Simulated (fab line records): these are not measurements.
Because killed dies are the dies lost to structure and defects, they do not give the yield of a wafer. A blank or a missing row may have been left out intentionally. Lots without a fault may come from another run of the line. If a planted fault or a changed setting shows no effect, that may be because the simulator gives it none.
Matching of chambers | flow nand harc | pecvd-01 running NHARC_A_CONTACT_DEP_24: 3 sister chambers
The step deposits SiO2, target thk 500 nm. 20 wafers are shown with their chamber, then 10 later ones without.

## WAFERS, EACH WITH ITS CHAMBER
wafer  | chamber | heater power w (W) | throttle valve pct (%)
L358.1 | 2       | 638                | 16.5
L358.5 | 1       | 542                | 16.1
L358.6 | 0       | 516                | 16.0
L359.1 | 0       | 546                | 16.0
L359.2 | 1       | 542                | 16.2
L359.5 | 2       | 669                | 16.3
L361.1 | 1       | 509                | 16.2
L361.2 | 2       | 510                | 16.3
L361.6 | 2       | 520                | 16.3
L364.2 | 1       | 565                | 16.2
L364.4 | 0       | 400                | 16.3
L364.5 | 1       | 578                | 16.1
L365.3 | 0       | 530                | 16.3
L365.4 | 2       | 554                | 16.3
L365.6 | 1       | 571                | 16.4
L366.2 | 0       | 516                | 16.1
L366.5 | 0       | 526                | 16.1
L366.6 | 1       | 561                | 16.3
L367.1 | 2       | 573                | 16.4
L367.5 | 0       | 526                | 16.5

SIGNATURES (averages over the wafers above)
reading            | chamber 0 | chamber 1 | chamber 2 | scatter within a chamber
heater power w     | 508.57    | 552.57    | 577.33    | 47.4
throttle valve pct | 16.186    | 16.214    | 16.350    | 0.136
Rule: a wafer lies at a distance from a chamber equal to the root of the sum of squares, over the readings, of (its reading less the chamber's mean, divided by the reading's scatter). If the next closest chamber is less than 2 further off than the closest, the wafer can't be placed; otherwise it belongs to the closest. The scatter: take each reading less its chamber's mean, square it, sum over the shown wafers, divide by the number of wafers less the number of chambers, and take the root.

## WAFERS WITH NO CHAMBER GIVEN
wafer  | heater power w (W) | throttle valve pct (%)
L367.6 | 565                | 16.1
L370.1 | 511                | 16.5
L370.2 | 526                | 16.4
L370.3 | 406                | 16.6
L369.2 | 576                | 16.3
L369.3 | 460                | 16.4
L369.5 | 428                | 16.4
L381.1 | 595                | 16.6
L381.3 | 429                | 16.2
L381.6 | 628                | 16.6

## THE CHAMBER EACH PASSED THROUGH
wafer  | from the rows above          | in truth
L367.6 | can't be placed: 1 or 0 or 2 | 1
L370.1 | can't be placed: 2 or 1 or 0 | 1
L370.2 | can't be placed: 2 or 1 or 0 | 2
L370.3 | can't be placed: 0 or 2 or 1 | 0
L369.2 | can't be placed: 2 or 1 or 0 | 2
L369.3 | can't be placed: 0 or 1 or 2 | 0
L369.5 | can't be placed: 0 or 1 or 2 | 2
L381.1 | can't be placed: 2 or 1 or 0 | 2
L381.3 | can't be placed: 0 or 1 or 2 | 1
L381.6 | can't be placed: 2 or 1 or 0 | 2
0 of 10 placed correctly. Unplaceable from these rows: 10, with the true chamber sitting among the candidates in 10. 0 placed wrongly.
